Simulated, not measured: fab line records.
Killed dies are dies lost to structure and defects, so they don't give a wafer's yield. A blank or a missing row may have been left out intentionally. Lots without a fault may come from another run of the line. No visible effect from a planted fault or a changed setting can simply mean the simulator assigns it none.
fab line records + flow nandHarc + part 2 of 2: steps 27 to 37 of 37
[record]
- lots = 5
- wafers = 15
- lastDay = 23
route steps=1159 shown A_BLC@986 A_M0@994
lots untouched by any fault: they come from a run of this same line in which no faults occurred
startH: the number of hours between the record's first day and the start of the first shown wafer of the lot + waitH: hours elapsed since this lot's preceding step + " the same as in the row above + L1.1+2: one row covering several wafers at once + - value missing, or start not given + * or withheld: withheld + < > ~ a bound
route shown NAME@n: a module of which the file shows steps, and the number in the route of the first + usual: mean and standard deviation over wafers with no fault + same: alike in all rows + chamber/n: place in a boat + sites: each site's reading + _std_site: their standard deviation + _edge_site: inner sites' mean taken away from outer sites' mean + radiusMm: for every site, how far away it sits from the centre of the wafer + mask NAME#n: copy n + behind: the tool/chamber that last shaped the wafer + hold: why the lot was held/for how many hours/how that ended + device: which transistor (n, p or np) failed to switch + end of line: the same wafers' tests at the end of the route + a step given without rows: its recipe and nothing more + killed: the dies lost at the first sort to structure and to defects; this is not the yield of the wafer + map: shows each die of a wafer: x if killed, . if not, _ if none is there
set.NAME: the setting the step ran with; set.NAME@STEP: the setting that earlier step ran with + model.NAME: the simulator's own value behind a step, which no gauge read
a table for each step, a row for each wafer; lots at some steps of the route
services: from which hour (startH, from the record's first day; less than 0 if before it) a tool's chamber was out of use, for how many hours, and why
[[steps]]
[step NHARC_A_M0_DEGAS_28]
[recipe]
- tempC = 250
- timeS = 60
[usual]
- heaterPowerW = 355/51
| lot.wafer | tool          | chamber | startH | waitH | heaterPowerW |
|-----------|---------------|---------|--------|-------|--------------|
| L074.3    | pvdSputter-01 | -       | 414.85 | -     | 347          |
| L074.2    | "             | -       | "      | "     | 351          |
| L074.6    | "             | -       | "      | "     | 319          |
| L079.3    | pvdSputter-01 | -       | 460.73 | -     | 325          |
| L079.1    | "             | -       | "      | "     | 315          |
| L079.5    | "             | -       | "      | "     | 332          |
| L084.3    | pvdSputter-02 | -       | 461.33 | -     | 315          |
| L084.5    | "             | -       | "      | "     | 457          |
| L084.6    | "             | -       | "      | "     | 350          |
| L085.2    | pvdSputter-02 | -       | 471.42 | -     | 287          |
| L085.4    | "             | -       | "      | "     | 315          |
| L085.6    | "             | -       | "      | "     | 297          |
| L088.2    | pvdSputter-01 | -       | 506.78 | -     | 358          |
| L088.1    | "             | -       | "      | "     | 334          |
| L088.5    | "             | -       | "      | "     | 355          |
[step NHARC_A_M0_PRE_CLEAN_29]
[recipe]
- timeS = 30
- tempC = 280
- gas = H2/He
[usual]
- heaterPowerW = 431/60
| lot.wafer | tool          | chamber | startH | waitH | heaterPowerW |
|-----------|---------------|---------|--------|-------|--------------|
| L074.3    | pvdSputter-01 | -       | -      | -     | 493          |
| L074.2    | "             | -       | "      | "     | 405          |
| L074.6    | "             | -       | "      | "     | 497          |
| L079.3    | pvdSputter-01 | -       | -      | -     | 418          |
| L079.1    | "             | -       | "      | "     | 486          |
| L079.5    | "             | -       | "      | "     | 408          |
| L084.3    | pvdSputter-02 | -       | -      | -     | 387          |
| L084.6    | "             | -       | "      | "     | 359          |
| L084.5    | "             | -       | "      | "     | 563          |
| L085.2    | pvdSputter-02 | -       | -      | -     | 376          |
| L085.4    | "             | -       | "      | "     | 358          |
| L085.6    | "             | -       | "      | "     | 362          |
| L088.2    | pvdSputter-01 | -       | -      | -     | 484          |
| L088.1    | "             | -       | "      | "     | 426          |
| L088.5    | "             | -       | "      | "     | 424          |
[step NHARC_A_M0_PVD_20]
[recipe]
- targetThkA = 50
- biasV = 168.6
- powerW = 15000
- chamberPressurePa = 0.12
- timeS = 8.06
- substrateTempC = 50
- material = TaN
[usual]
- cathodeDcPowerW = 15000/2.9
- throttleValvePct = 29.9/0.96
| lot.wafer | tool          | chamber | startH | waitH | cathodeDcPowerW | throttleValvePct |
|-----------|---------------|---------|--------|-------|-----------------|------------------|
| L074.2    | pvdSputter-01 | -       | -      | -     | 15000           | 28.4             |
| L074.3    | "             | -       | "      | "     | 15003           | 30.6             |
| L074.6    | "             | -       | "      | "     | 15002           | 28.5             |
| L079.3    | pvdSputter-01 | -       | -      | -     | 14999           | 28.8             |
| L079.1    | "             | -       | "      | "     | 15002           | 28.4             |
| L079.5    | "             | -       | "      | "     | 14999           | 30.9             |
| L084.3    | pvdSputter-02 | -       | -      | -     | 14998           | 30.3             |
| L084.5    | "             | -       | "      | "     | 15002           | 29.3             |
| L084.6    | "             | -       | "      | "     | 14998           | 30.5             |
| L085.4    | pvdSputter-02 | -       | -      | -     | 15001           | 30.3             |
| L085.2    | "             | -       | "      | "     | 14998           | 29.1             |
| L085.6    | "             | -       | "      | "     | 14998           | 29.4             |
| L088.1    | pvdSputter-01 | -       | -      | -     | 15000           | 28.4             |
| L088.2    | "             | -       | "      | "     | 15002           | 31.0             |
| L088.5    | "             | -       | "      | "     | 15000           | 28.5             |
[step NHARC_A_M0_PVD_21]
[recipe]
- targetThkA = 300
- chamberPressurePa = 5
- powerW = 5000
- substrateTempC = 30
- timeS = 20.49
- material = Cu
[usual]
- cathodeDcPowerW = 5000.0/0.88
- throttleValvePct = 29.9/0.98
| lot.wafer | tool          | chamber | startH | waitH | cathodeDcPowerW | throttleValvePct |
|-----------|---------------|---------|--------|-------|-----------------|------------------|
| L074.3    | pvdSputter-01 | -       | -      | -     | 4999.5          | 30.9             |
| L074.2    | "             | -       | "      | "     | 4999.4          | 30.4             |
| L074.6    | "             | -       | "      | "     | 5001.2          | 28.4             |
| L079.1    | pvdSputter-01 | -       | -      | -     | 4999.7          | 28.7             |
| L079.3    | "             | -       | "      | "     | 4999.6          | 28.2             |
| L079.5    | "             | -       | "      | "     | 5000.3          | 28.6             |
| L084.3    | pvdSputter-02 | -       | -      | -     | 5000.9          | 30.6             |
| L084.6    | "             | -       | "      | "     | 5000.2          | 29.3             |
| L084.5    | "             | -       | "      | "     | 4999.2          | 30.4             |
| L085.2    | pvdSputter-02 | -       | -      | -     | 4999.3          | 29.4             |
| L085.4    | "             | -       | "      | "     | 5001.3          | 30.5             |
| L085.6    | "             | -       | "      | "     | 4999.7          | 29.5             |
| L088.2    | pvdSputter-01 | -       | -      | -     | 4999.2          | 30.5             |
| L088.1    | "             | -       | "      | "     | 5001.1          | 28.3             |
| L088.5    | "             | -       | "      | "     | 4999.2          | 31.0             |
[step NHARC_A_M0_ECD_22]
[recipe]
- targetThkA = 4000
- bathTempC = 25
- material = Cu
| lot.wafer  | tool     | chamber | startH | waitH |
|------------|----------|---------|--------|-------|
| L074.2+3+6 | ecdCu-01 | 1,0,1   | 415.29 | -     |
| L079.1+3+5 | ecdCu-01 | 1,0,1   | 461.15 | -     |
| L084.3+5+6 | ecdCu-02 | 0,1,0   | 461.85 | -     |
| L085.2+4+6 | ecdCu-01 | 1,0,1   | 471.78 | -     |
| L088.2+1+5 | ecdCu-01 | 1,0,0   | 507.21 | -     |
[step NHARC_A_M0_ANNEAL_30]
[recipe]
- tempC = 225
- timeS = 90
[usual]
- wafer_temp_C_max = 225.78/0.25
| lot.wafer | tool         | chamber | startH | waitH | wafer_temp_C_max |
|-----------|--------------|---------|--------|-------|------------------|
| L074.2    | rtpAnneal-02 | 0       | 415.67 | 0.3   | 225.64           |
| L074.3    | "            | 0       | "      | "     | 225.50           |
| L074.6    | "            | 0       | "      | "     | 225.69           |
| L079.1    | rtpAnneal-01 | 0       | 461.48 | -     | 226.33           |
| L079.3    | "            | 0       | "      | "     | 226.07           |
| L079.5    | "            | 0       | "      | "     | 226.09           |
| L084.3    | rtpAnneal-02 | 0       | 462.19 | -     | 225.79           |
| L084.5    | "            | 0       | "      | "     | 225.78           |
| L084.6    | "            | 0       | "      | "     | 225.97           |
| L085.2    | rtpAnneal-02 | 0       | 472.22 | 0.4   | 225.69           |
| L085.4    | "            | 0       | "      | "     | 225.12           |
| L085.6    | "            | 0       | "      | "     | 225.54           |
| L088.1    | rtpAnneal-02 | 0       | 507.58 | -     | 225.42           |
| L088.2    | "            | 0       | "      | "     | 225.57           |
| L088.5    | "            | 0       | "      | "     | 225.78           |
[step NHARC_A_M0_CMP_23]
[recipe]
- tOverpolishS = 20
- targetThkNm = 113.75
[usual]
- motorCurrentA = 11.8/1
- padLifeWafers = 244/190
- retainingRingPressureFrac = 1.000/0.0048
- timeToEndpointS = 28.8/2.8
| lot.wafer | tool   | chamber | startH | waitH | motorCurrentA | padLifeWafers | retainingRingPressureFrac | timeToEndpointS |
|-----------|--------|---------|--------|-------|---------------|---------------|---------------------------|-----------------|
| L074.2    | cmp-01 | 1       | 416.02 | -     | 14.2          | 140           | 0.995                     | 30.2            |
| L074.3    | "      | 2       | "      | "     | 12.4          | 141           | 0.993                     | 29.6            |
| L074.6    | "      | 0       | "      | "     | 12.0          | -             | 1.002                     | 33.5            |
| L079.3    | cmp-03 | 2       | 461.82 | -     | 13.5          | 24            | 1.001                     | 23.6            |
| L079.1    | "      | 0       | "      | "     | 10.1          | 26            | 1.005                     | 24.6            |
| L079.5    | "      | 3       | "      | "     | 11.2          | -             | 0.998                     | 26.9            |
| L084.3    | cmp-03 | 1       | 462.49 | -     | 10.8          | 32            | 1.009                     | 31.8            |
| L084.5    | "      | 3       | "      | "     | 11.4          | -             | 0.996                     | 28.9            |
| L084.6    | "      | 0       | "      | "     | 10.3          | -             | 0.998                     | 27.4            |
| L085.2    | cmp-03 | 0       | 472.51 | -     | 10.3          | 96            | 1.004                     | 28.8            |
| L085.4    | "      | 1       | "      | "     | 11.3          | 97            | 0.993                     | 31.9            |
| L085.6    | "      | 1       | "      | "     | 11.5          | -             | 0.998                     | 30.4            |
| L088.2    | cmp-01 | 0       | 507.93 | -     | 11.9          | 162           | 1.006                     | 31.8            |
| L088.1    | "      | 2       | "      | "     | 13.9          | 164           | 0.998                     | 27.6            |
| L088.5    | "      | 0       | "      | "     | 11.9          | -             | 0.998                     | 31.3            |
[step NHARC_A_M0_THK_MEAS_24]
[recipe]
- thkMeasGauge = xrf
[usual]
- thkNm = 113.4/1.5
| lot.wafer | tool         | chamber | startH | waitH | thkNm |
|-----------|--------------|---------|--------|-------|-------|
| L074.2    | filmMetro-01 | -       | 416.28 | -     | 113.4 |
| L074.3    | "            | -       | "      | "     | 114.2 |
| L074.6    | "            | -       | "      | "     | 115.0 |
| L079.1    | filmMetro-01 | -       | 462.14 | -     | 114.4 |
| L079.3    | "            | -       | "      | "     | 113.2 |
| L079.5    | "            | -       | "      | "     | 113.9 |
| L084.3    | filmMetro-02 | -       | 462.74 | -     | 115.7 |
| L084.5    | "            | -       | "      | "     | 110.9 |
| L084.6    | "            | -       | "      | "     | 112.4 |
| L085.2    | filmMetro-02 | -       | 472.83 | -     | 112.8 |
| L085.4    | "            | -       | "      | "     | 114.4 |
| L085.6    | "            | -       | "      | "     | 115.3 |
| L088.1    | filmMetro-01 | -       | 508.25 | -     | 111.8 |
| L088.2    | "            | -       | "      | "     | 115.2 |
| L088.5    | "            | -       | "      | "     | 114.1 |
[step NHARC_A_M0_SRD_25]
| lot.wafer  | tool        | chamber | startH | waitH |
|------------|-------------|---------|--------|-------|
| L074.6+3+2 | wetBench-10 | 1,2,4   | 416.33 | 0.0   |
| L079.1+5+3 | wetBench-10 | 3,4,7   | 462.19 | 0.0   |
| L084.5+3+6 | wetBench-08 | 7,1,2   | 462.79 | 0.0   |
| L085.4+2+6 | wetBench-08 | 3,6,0   | 472.87 | 0.0   |
| L088.2+5+1 | wetBench-08 | 7,1,2   | 508.29 | 0.0   |
[step NHARC_A_M0_INSPECT_27]
[usual]
- rawDefectCount = 468/160
| lot.wafer | tool             | chamber | startH | waitH | rawDefectCount |
|-----------|------------------|---------|--------|-------|----------------|
| L074.2    | defectInspect-02 | -       | 416.44 | 0.0   | 542            |
| L074.3    | "                | -       | "      | "     | 562            |
| L074.6    | "                | -       | "      | "     | 448            |
| L079.1    | defectInspect-02 | -       | 462.30 | 0.0   | 552            |
| L079.3    | "                | -       | "      | "     | 571            |
| L079.5    | "                | -       | "      | "     | 707            |
| L084.3    | defectInspect-02 | -       | 462.91 | 0.0   | 439            |
| L084.5    | "                | -       | "      | "     | 382            |
| L084.6    | "                | -       | "      | "     | 367            |
| L085.2    | defectInspect-02 | -       | 472.99 | 0.0   | 798            |
| L085.4    | "                | -       | "      | "     | 678            |
| L085.6    | "                | -       | "      | "     | 728            |
| L088.1    | defectInspect-02 | -       | 508.41 | 0.0   | 635            |
| L088.2    | "                | -       | "      | "     | 690            |
| L088.5    | "                | -       | "      | "     | 532            |
[step NHARC_A_M0_PRE_CLEAN_31]
[recipe]
- timeS = 12
- tempC = 370
- rfPowerW = 300
- gas = NH3
[usual]
- heaterPowerOuterW = 343/45
- heaterPowerW = 586/66
| lot.wafer | tool     | chamber | startH | waitH | heaterPowerOuterW | heaterPowerW |
|-----------|----------|---------|--------|-------|-------------------|--------------|
| L074.3    | pecvd-01 | 2       | 416.52 | 0.1   | 270               | 475          |
| L074.2    | "        | 0       | "      | "     | 337               | 595          |
| L074.6    | "        | 0       | "      | "     | 340               | 594          |
| L079.3    | pecvd-04 | 1       | 462.38 | 0.1   | 270               | 497          |
| L079.1    | "        | 0       | "      | "     | 336               | 570          |
| L079.5    | "        | 1       | "      | "     | 274               | 494          |
| L084.3    | pecvd-03 | 1       | 463.01 | 0.1   | 280               | 508          |
| L084.5    | "        | 0       | "      | "     | 353               | 533          |
| L084.6    | "        | 2       | "      | "     | 326               | 607          |
| L085.2    | pecvd-03 | 2       | 473.06 | 0.1   | 342               | 644          |
| L085.4    | "        | 1       | "      | "     | 351               | 591          |
| L085.6    | "        | 2       | "      | "     | 337               | 647          |
| L088.1    | pecvd-01 | 2       | 508.48 | 0.1   | 311               | 541          |
| L088.2    | "        | 0       | "      | "     | 331               | 607          |
| L088.5    | "        | 1       | "      | "     | 456               | 753          |
[[services]]
| tool           | chamber | startH | hours | kind   |
|----------------|---------|--------|-------|--------|
| pecvd-04       | -       | 376.27 | 13.0  | pm     |
| cvdW-02        | -       | 376.32 | 13.0  | pm     |
| aldMetal-03    | 1       | 377.92 | 26.3  | repair |
| cmp-01         | -       | 380.34 | 4.0   | pm     |
| cmp-03         | -       | 389.89 | 1.0   | repair |
| pvdSputter-02  | -       | 392.02 | 10.0  | pm     |
| pecvd-04       | 0       | 394.79 | 4.1   | repair |
| rieDiel-07     | 2       | 404.52 | 7.0   | repair |
| rieDiel-07     | -       | 404.90 | 0.2   | repair |
| rieDiel-07     | -       | 405.20 | 9.0   | pm     |
| wetBench-08    | -       | 406.40 | 8.0   | pm     |
| cmp-01         | -       | 417.54 | 3.8   | repair |
| rieDiel-06     | -       | 418.20 | 9.0   | pm     |
| pecvd-04       | 0       | 424.00 | 3.4   | repair |
| aldMetal-03    | 1       | 437.73 | 3.5   | repair |
| rieDiel-05     | 1       | 441.04 | 6.7   | repair |
| arfiScanner-01 | -       | 441.42 | 2.6   | repair |
| lithoTrack-01  | -       | 443.00 | 7.0   | pm     |
| wetBench-07    | -       | 448.01 | 8.0   | pm     |
| ecdCu-01       | -       | 448.79 | 8.0   | pm     |
| rieDiel-05     | 2       | 461.19 | 116.2 | repair |
| rieDiel-06     | 2       | 470.94 | 14.3  | repair |
| lithoTrack-04  | -       | 491.00 | 7.0   | pm     |
| wetBench-07    | -       | 496.05 | 1.1   | repair |
